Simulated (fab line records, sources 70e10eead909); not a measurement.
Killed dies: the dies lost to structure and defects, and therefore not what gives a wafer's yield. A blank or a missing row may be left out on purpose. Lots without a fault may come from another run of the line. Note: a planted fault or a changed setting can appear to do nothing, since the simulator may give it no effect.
Chamber matching	flow nand-harc	NHARC_A_M1_DESCUM_14 on rie-diel-04 has 3 sister chambers
The step chemistry O2, time 3 s. 14 wafers are shown with their chamber, then 5 later ones without.

== WAFERS WITH THEIR CHAMBER ==
wafer	chamber	drypump-motor-current-A (A)	rf-vpp-V (V)	throttle-valve-pct (%)
L076.1	2	6.2	58.6	11.284
L076.4	0	5.7	57.3	11.324
L076.5	3	6.5	56.7	11.308
L081.1	2	6.2	56.6	11.322
L081.5	2	6.2	57.0	11.303
L081.6	3	6.5	58.8	11.308
L083.2	2	6.2	56.8	11.298
L083.3	0	5.7	59.0	11.315
L083.5	2	6.1	57.7	11.335
L086.1	2	6.2	58.5	11.303
L086.3	3	6.4	57.8	11.319
L086.4	0	5.7	57.8	11.306
L088.2	3	6.5	58.4	11.302
L088.4	0	5.7	59.6	11.318

SIGNATURES, as means of the wafers listed above
reading	chamber 0	chamber 2	chamber 3	scatter within a chamber
drypump-motor-current-A	5.700	6.183	6.475	0.0379
rf-vpp-V	58.425	57.533	57.925	0.938
throttle-valve-pct	11.31575	11.30750	11.30925	0.0134
Rule: a wafer lies at a distance from a chamber equal to the root of the sum of squares, over the readings, of (its reading less the chamber's mean, divided by the reading's scatter). The wafer belongs to the nearest chamber; if the next one is less than 2 further off, it can't be placed. The scatter is the square root of a quotient: the sum, over the shown wafers, of each reading's squared deviation from its chamber's mean, divided by wafers minus chambers.

== WAFERS WITH NO CHAMBER GIVEN ==
wafer	drypump-motor-current-A (A)	rf-vpp-V (V)	throttle-valve-pct (%)
L089.2	6.5	56.5	11.311
L089.4	6.1	57.9	11.313
L089.6	6.5	57.3	11.296
L093.3	5.7	58.3	11.301
L093.5	5.7	58.5	11.293

== CHAMBER TAKEN BY EACH ==
wafer	from the rows above	in truth
L089.2	3	3
L089.4	2	2
L089.6	3	3
L093.3	0	0
L093.5	0	0
Correct placement for 5 of the 5. Left unplaced by these rows: 0. Wrongly placed: 0.
